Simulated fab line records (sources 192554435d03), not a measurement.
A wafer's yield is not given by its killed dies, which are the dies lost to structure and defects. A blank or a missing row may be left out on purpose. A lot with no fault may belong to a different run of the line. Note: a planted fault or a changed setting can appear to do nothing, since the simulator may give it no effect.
fab line records    flow n5_finfet    part 2 of 2: steps 24 to 28 of 28
record: lots: 5  wafers: 15  last_day: 19
route steps=1938 shown BEOL_M6@1213
lots that met no fault: taken from a fault-free run of the same line
start_h: hours from the record's opening day to when the first of the lot's shown wafers began    wait_h: hours since the lot's step before    " repeats the value in the row above    L1.1+2: one row covering several wafers at once    - no value, or no start was given    * or withheld: withheld    < > ~ a bound
route shown NAME@n: a module of which the file shows steps, and the number in the route of the first    usual: mean and standard deviation over wafers with no fault    same: alike in all rows    chamber/n: place in a boat    sites: the reading at each site    _std_site: the standard deviation of these    _edge_site: mean of outer sites minus mean of inner sites    radius_mm: how far each site lies from the wafer's centre    mask NAME#n: copy n    behind: the tool/chamber that last shaped the wafer    hold: why the lot was held/for how many hours/how that ended    device: the n, p or np transistor that did not switch    end of line: at the end of the route, the tests of the same wafers    where a step has no rows: the recipe by itself    killed: at the first sort, the dies lost to defects and structure; wafer yield is something else    map: a wafer's dies, x killed, . not, _ none there
set.NAME: the setting as run; set.NAME@STEP: as run at that earlier step    model.NAME: the simulator's own value behind a step, which no gauge read
a table for each step, a row for each wafer; lots at some steps of the route
services: a tool's chamber out of use, with start hour (start_h, from the record's first day; less than 0 if before it), hours out, and reason
== steps ==
step: N5_BEOL_M6_VIA_ETCH_34
recipe: chemistry: C4F6/O2  target: SiCOH_lowk  target_depth_a: 1263  mask_material: SOC  taper_deg: 4  time_s: 50.9  ion_energy_ev: 250  pressure_mtorr: 30  source_w: 345  bias_w: 185  Ar_flow_sccm: 300  C4F6_flow_sccm: 10  O2_flow_sccm: 10
usual: O2_flow_sccm: 9.998/0.029  drypump_motor_current_A: 5.9/0.49  oes_product_au: 0.80/0.094  rf_vpp_V: 671/13  showerhead_plenum_p_Torr: 2.84/0.11  throttle_valve_pct: 20.8/0.33
lot.wafer  tool         chamber  start_h  wait_h  O2_flow_sccm  drypump_motor_current_A  oes_product_au  rf_hours_counter_h  rf_vpp_V  showerhead_plenum_p_Torr  throttle_valve_pct
L076.2     rie_diel-01  0        241.72   0.0     10.047        6.4                      0.69            213                 652       2.94                      21.2
L076.3     "            2        "        "       9.999         6.5                      0.75            172                 664       2.71                      21.2
L076.6     "            3        "        "       9.991         5.9                      0.89            -                   664       2.79                      20.5
L075.1     rie_diel-04  1        259.82   0.0     10.023        6.4                      0.86            36                  683       2.91                      20.6
L075.3     "            2        "        "       10.063        5.6                      0.69            219                 688       2.70                      21.2
L075.5     "            0        "        "       10.007        6.0                      0.72            -                   661       2.84                      21.4
L087.3     rie_diel-03  2        307.55   0.0     9.986         5.3                      0.73            173                 671       2.73                      20.6
L087.4     "            0        "        "       10.025        5.6                      0.94            -                   676       3.03                      20.6
L087.6     "            2        "        "       10.004        5.3                      0.73            -                   670       2.73                      20.6
L090.1     rie_diel-03  3        330.28   0.0     9.957         6.5                      0.96            0                   662       2.90                      20.4
L090.2     "            1        "        "       10.063        5.2                      0.87            46                  668       2.90                      20.5
L090.6     "            3        "        "       9.996         6.5                      0.97            -                   663       2.90                      20.4
L097.1     rie_diel-04  0        370.95   0.0     9.971         6.0                      0.68            210                 661       2.83                      21.4
L097.4     "            1        "        "       9.984         6.4                      0.79            84                  682       2.89                      20.7
L097.5     "            1        "        "       9.997         6.4                      0.80            -                   683       2.89                      20.7
step: N5_BEOL_M6_STRIP_76
recipe: chemistry: C4F6/O2  resist: SiARC  rf_frequency_hz: 6e+07
lot.wafer   tool         chamber  start_h  wait_h
L076.2+3+6  rie_diel-01  0,2,3    241.76   0.0
L075.1+3+5  rie_diel-04  1,2,0    259.86   0.0
L087.3+4+6  rie_diel-03  2,0,2    307.60   0.0
L090.1+2+6  rie_diel-03  3,1,3    330.32   0.0
L097.1+4+5  rie_diel-04  0,1,1    370.99   0.0
step: N5_BEOL_M6_STRIP_36
recipe: chemistry: N2/H2  power_w: 450  temp_c: 40  pressure_mtorr: 20  rf_frequency_hz: 6e+07  overash_fraction: 0.3  bias_power_w: 7  h2_frac: 0.5  n2_flow_sccm: 200  h2_flow_sccm: 200
usual: drypump_motor_current_A: 5.9/0.49  oes_product_au: 0.80/0.097  rf_vpp_V: 59.2/1.5  showerhead_plenum_p_Torr: 2.53/0.1  throttle_valve_pct: 23.6/0.45
lot.wafer  tool         chamber  start_h  wait_h  drypump_motor_current_A  oes_product_au  rf_hours_counter_h  rf_vpp_V  showerhead_plenum_p_Torr  throttle_valve_pct
L076.2     rie_diel-01  0        241.77   0.0     6.4                      0.70            213                 59.1      2.60                      23.9
L076.3     "            2        "        "       6.6                      0.75            172                 61.1      2.42                      24.3
L076.6     "            3        "        "       5.9                      0.90            -                   60.6      2.45                      22.9
L075.1     rie_diel-04  1        259.87   0.0     6.4                      0.87            36                  59.0      2.60                      23.4
L075.3     "            2        "        "       5.6                      0.70            219                 58.2      2.40                      24.0
L075.5     "            0        "        "       6.0                      0.73            -                   61.7      2.53                      24.2
L087.3     rie_diel-03  2        307.61   0.0     5.3                      0.72            173                 56.9      2.42                      23.3
L087.4     "            0        "        "       5.7                      0.95            -                   61.6      2.73                      23.6
L087.6     "            2        "        "       5.3                      0.72            -                   58.0      2.42                      23.3
L090.1     rie_diel-03  3        330.33   0.0     6.5                      0.96            0                   58.2      2.61                      23.4
L090.2     "            1        "        "       5.2                      0.87            46                  61.6      2.59                      23.3
L090.6     "            3        "        "       6.5                      1.00            -                   60.5      2.61                      23.4
L097.1     rie_diel-04  0        371.00   0.0     6.0                      0.69            210                 59.9      2.51                      24.3
L097.4     "            1        "        "       6.4                      0.81            84                  59.3      2.57                      23.5
L097.5     "            1        "        "       6.4                      0.80            -                   57.2      2.57                      23.5
step: N5_BEOL_M6_TRENCH_ETCH_37
recipe: chemistry: C4F6/O2  target_depth_a: 944.35  target: SiCOH_lowk  time_s: 31.5  ion_energy_ev: 250  pressure_mtorr: 30  source_w: 345  bias_w: 185  Ar_flow_sccm: 300  C4F6_flow_sccm: 10  O2_flow_sccm: 10
usual: O2_flow_sccm: 10.00/0.031  drypump_motor_current_A: 5.9/0.49  oes_product_au: 0.80/0.093  rf_vpp_V: 671/13  showerhead_plenum_p_Torr: 2.84/0.11  throttle_valve_pct: 20.9/0.33
lot.wafer  tool         chamber  start_h  wait_h  O2_flow_sccm  drypump_motor_current_A  oes_product_au  rf_hours_counter_h  rf_vpp_V  showerhead_plenum_p_Torr  throttle_valve_pct
L076.2     rie_diel-01  0        -        -       10.06         6.4                      0.70            213                 651       2.94                      21.3
L076.3     "            2        "        "       9.96          6.5                      0.74            172                 664       2.71                      21.3
L076.6     "            3        "        "       10.02         5.9                      0.89            -                   664       2.79                      20.5
L075.1     rie_diel-04  1        -        -       10.02         6.4                      0.87            36                  684       2.91                      20.7
L075.3     "            2        "        "       10.02         5.6                      0.69            219                 687       2.70                      21.2
L075.5     "            0        "        "       9.98          6.0                      0.72            -                   662       2.84                      21.4
L087.3     rie_diel-03  2        -        -       10.05         5.3                      0.73            173                 669       2.73                      20.7
L087.4     "            0        "        "       9.99          5.7                      0.92            -                   677       3.03                      20.6
L087.6     "            2        "        "       10.01         5.3                      0.72            -                   671       2.73                      20.7
L090.1     rie_diel-03  3        -        -       10.04         6.5                      0.97            0                   662       2.90                      20.4
L090.2     "            1        "        "       10.02         5.2                      0.85            46                  669       2.90                      20.6
L090.6     "            3        "        "       10.06         6.5                      0.97            -                   663       2.90                      20.4
L097.1     rie_diel-04  0        -        -       10.03         6.0                      0.68            210                 660       2.83                      21.5
L097.4     "            1        "        "       10.04         6.4                      0.80            84                  681       2.89                      20.7
L097.5     "            1        "        "       9.98          6.4                      0.79            -                   682       2.89                      20.7
step: N5_BEOL_M6_ETCH_41
recipe: chemistry: CH3F/O2  target: SiCN  target_depth_a: 297  taper_deg: 2  time_s: 52  ion_energy_ev: 120  mask_material: TiN  pressure_mtorr: 30  source_w: 395  bias_w: 75  Ar_flow_sccm: 150  CH3F_flow_sccm: 30  O2_flow_sccm: 20
usual: O2_flow_sccm: 20.00/0.06  drypump_motor_current_A: 5.9/0.49  oes_product_au: 0.80/0.094  rf_vpp_V: 297.2/1.8  showerhead_plenum_p_Torr: 2.00/0.079  throttle_valve_pct: 16.3/0.33
lot.wafer  tool         chamber  start_h  wait_h  O2_flow_sccm  drypump_motor_current_A  oes_product_au  rf_hours_counter_h  rf_vpp_V  showerhead_plenum_p_Torr  throttle_valve_pct
L076.2     rie_diel-01  0        -        -       19.98         6.5                      0.70            213                 298.4     2.07                      16.7
L076.3     "            2        "        "       19.99         6.6                      0.74            172                 295.5     1.91                      16.7
L076.6     "            3        "        "       20.02         6.0                      0.89            -                   296.2     1.95                      15.9
L075.1     rie_diel-04  1        -        -       20.06         6.4                      0.86            36                  297.2     2.04                      16.0
L075.3     "            2        "        "       20.02         5.6                      0.69            219                 294.9     1.90                      16.6
L075.5     "            0        "        "       19.97         6.0                      0.73            -                   297.0     2.00                      16.8
L087.3     rie_diel-03  2        -        -       20.03         5.2                      0.72            173                 295.5     1.92                      16.1
L087.4     "            0        "        "       19.92         5.6                      0.93            -                   300.3     2.14                      16.0
L087.6     "            2        "        "       20.08         5.2                      0.73            -                   296.5     1.92                      16.1
L090.1     rie_diel-03  3        -        -       19.95         6.5                      0.98            0                   299.0     2.04                      15.9
L090.2     "            1        "        "       19.96         5.2                      0.87            46                  296.1     2.04                      16.0
L090.6     "            3        "        "       20.07         6.5                      0.98            -                   297.9     2.04                      15.8
L097.1     rie_diel-04  0        -        -       20.01         6.0                      0.68            210                 296.1     1.98                      16.9
L097.4     "            1        "        "       19.93         6.4                      0.81            84                  296.5     2.03                      16.1
L097.5     "            1        "        "       19.88         6.4                      0.80            -                   298.5     2.03                      16.1
== services ==
tool            chamber  start_h  hours  kind
rie_metal-02    -        224.20   0.5    repair
euv_scanner-02  -        225.53   0.8    repair
euv_scanner-02  -        231.29   4.6    pm
rie_diel-01     0        236.26   2.0    repair
rie_diel-03     0        237.96   -      clean
rie_diel-03     0        237.96   -      consumable_replace:focus_ring
rie_diel-03     0        237.96   -      consumable_replace:showerhead
rie_diel-01     1        242.72   9.3    repair
rie_diel-03     1        252.93   10.3   repair
euv_scanner-01  -        269.28   1.0    pm
rie_metal-02    1        279.14   2.2    repair
euv_scanner-02  -        282.73   0.3    repair
euv_scanner-02  -        287.98   1.0    pm
rie_diel-04     2        296.24   7.2    repair
euv_scanner-02  -        298.56   5.8    pm
euv_scanner-01  -        312.57   1.5    repair
euv_scanner-01  -        325.43   1.0    pm
euv_scanner-01  -        331.00   4.6    pm
euv_scanner-01  -        335.62   0.2    repair
euv_scanner-02  -        344.13   1.0    pm
rie_diel-03     0        346.69   3.6    repair
rie_diel-03     3        355.22   1.7    repair
rie_diel-03     0        357.58   3.6    repair
rie_diel-04     0        357.66   5.9    repair
